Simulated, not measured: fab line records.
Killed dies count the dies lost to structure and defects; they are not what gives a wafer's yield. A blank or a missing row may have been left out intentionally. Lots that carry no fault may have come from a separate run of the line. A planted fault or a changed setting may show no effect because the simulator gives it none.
Lot-split experiment | flow n5-finfet | on a route of 1938 steps: 7 lots, 21 wafers read

== ON THE SPLIT ==
At N5_BEOL_M5_COAT_66 (time 60 s, resist thk 12 nm), the setting spin-rpm was moved away from the recipe's 1500 rpm on 9 of the 21 wafers read, by -10.6% to +10.4%. All remaining wafers had this setting at the recipe value.

== FROM THE SPLIT TO THE READING: what the file shows between them, 5 steps ==
- N5_BEOL_M5_COAT_74: time 60 s, resist thk 5 nm
- N5_BEOL_M5_COAT_22: resist thk 30 nm
- N5_BEOL_M5_DESCUM_33: chemistry O2, time 7 s
- N5_BEOL_M5_ETCH_75: etches underlayer in N2/H2, target depth 6.5 nm, time 5.2 s
- N5_BEOL_M5_ETCH_67: etches SiARC in CF4, target depth 15.6 nm, time 26 s

== THE READING ==
SiARC_of_BEOL_M5_COAT_66.thk-nm (the simulator's own value, which no gauge read), in nm, at N5_BEOL_M5_ETCH_68 (etches SOC in N2/H2, target depth 80 nm, overetch 16 nm, time 120 s). There is no usual value for it anywhere in the file. The 12 wafers here that ran the recipe average 6.5 nm, standard deviation 0.17 nm.

wafer  | tool, chamber at the split | spin-rpm as run, rpm | against the recipe | SiARC_of_BEOL_M5_COAT_66.thk-nm, nm | against lot-mates on the recipe
L076.1 | litho-track-05, 0          | 1500                 | recipe             | 6.2                                 | -
L076.2 | litho-track-05, 0          | 1500                 | recipe             | 6.4                                 | -
L076.5 | litho-track-05, 0          | 1352                 | -9.9%              | 6.8                                 | +0.5
L077.3 | litho-track-04, 0          | 1344                 | -10.4%             | 7.6                                 | +1.0
L077.4 | litho-track-04, 0          | 1344                 | -10.4%             | 7                                   | +0.4
L077.6 | litho-track-04, 0          | 1500                 | recipe             | 6.6                                 | -
L082.2 | litho-track-05, 0          | 1500                 | recipe             | 6.6                                 | -
L082.5 | litho-track-05, 0          | 1500                 | recipe             | 6.6                                 | -
L082.4 | litho-track-05, 0          | 1341                 | -10.6%             | 7                                   | +0.4
L084.1 | litho-track-02, 0          | 1646                 | +9.7%              | 6                                   | -0.6
L084.3 | litho-track-02, 0          | 1500                 | recipe             | 6.6                                 | -
L084.4 | litho-track-02, 0          | 1500                 | recipe             | 6.6                                 | -
L085.1 | litho-track-05, 0          | 1349                 | -10.1%             | 7.4                                 | +1.0
L085.4 | litho-track-05, 0          | 1349                 | -10.1%             | 7                                   | +0.6
L085.5 | litho-track-05, 0          | 1500                 | recipe             | 6.4                                 | -
L097.1 | litho-track-05, 0          | 1500                 | recipe             | 6.4                                 | -
L097.3 | litho-track-05, 0          | 1500                 | recipe             | 6.2                                 | -
L097.4 | litho-track-05, 0          | 1500                 | recipe             | 6.2                                 | -
L096.2 | litho-track-02, 0          | 1656                 | +10.4%             | 6.2                                 | -0.4
L096.5 | litho-track-02, 0          | 1500                 | recipe             | 6.6                                 | -
L096.6 | litho-track-02, 0          | 1656                 | +10.4%             | 5.6                                 | -1.0

FIT RESULTS
A straight line over all 21 wafers: SiARC_of_BEOL_M5_COAT_66.thk-nm changes by -0.0605 nm for each +1% of spin-rpm; r = -0.88; the points scatter about the line by 0.23 nm.
The same after taking each lot's own level away (the mean of its wafers on the recipe; 21 wafers): -0.0642 nm for each +1%; r = -0.92; scatter 0.18 nm.
That fit puts the effect of the largest move of spin-rpm on the reading at 0.68 nm.
From 6.27 to 6.60 nm: that is the span of the lots' own levels, equal to 2.0 times the standard deviation above.
So the lot-to-lot level changes the slope little: the two slopes agree.
Check: +0.722 nm against its lot-mates is what the line predicts for one of the wafers moved furthest among these (-10.6%) when that wafer is left out of the fit. It came out at +0.4 nm against them.

== OTHER SPLITS ON THESE WAFERS ==
Note: prior to the reading, these wafers also went through further splits. Each is held against what the fit with the lots' levels taken away leaves over:
other split on the same wafers | wafers away from the commonest value | r with SiARC_of_BEOL_M5_COAT_66.thk-nm (lot level and that fit taken away)
N5_BEOL_M3_COAT_05 spin-rpm    | 7                                    | -0.07
N5_BEOL_M5_ETCH_72 bias-w      | 6                                    | -0.05

== THE WHOLE CHAIN: every reading that the file lists as answering this split, in the file's order ==
step               | what it does                                                        | reading                                                                            | change (the file's fit)                | r (the file's)
N5_BEOL_M5_COAT_66 | time 60 s, resist thk 12 nm                                         | SiARC_of_BEOL_M5_COAT_66.thk-nm (the simulator's own value, which no gauge read)   | -0.0656 nm for each +1% of the setting | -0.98
N5_BEOL_M5_ETCH_67 | etches SiARC in CF4, target depth 15.6 nm, time 26 s                | etch.depth-nm (the simulator's own value, which no gauge read)                     | -0.0628 nm for each +1% of the setting | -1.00
N5_BEOL_M5_ETCH_67 | etches SiARC in CF4, target depth 15.6 nm, time 26 s                | CAR-EUV_of_BEOL_M5_COAT_22.thk-nm (the simulator's own value, which no gauge read) | +0.0362 nm for each +1% of the setting | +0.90
N5_BEOL_M5_ETCH_68 | etches SOC in N2/H2, target depth 80 nm, overetch 16 nm, time 120 s | SiARC_of_BEOL_M5_COAT_66.thk-nm (the simulator's own value, which no gauge read)   | -0.0605 nm for each +1% of the setting | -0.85

== FILE'S OWN FIT ==
SiARC_of_BEOL_M5_COAT_66.thk-nm changes by -0.0605 nm for each +1% of spin-rpm, r = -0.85.
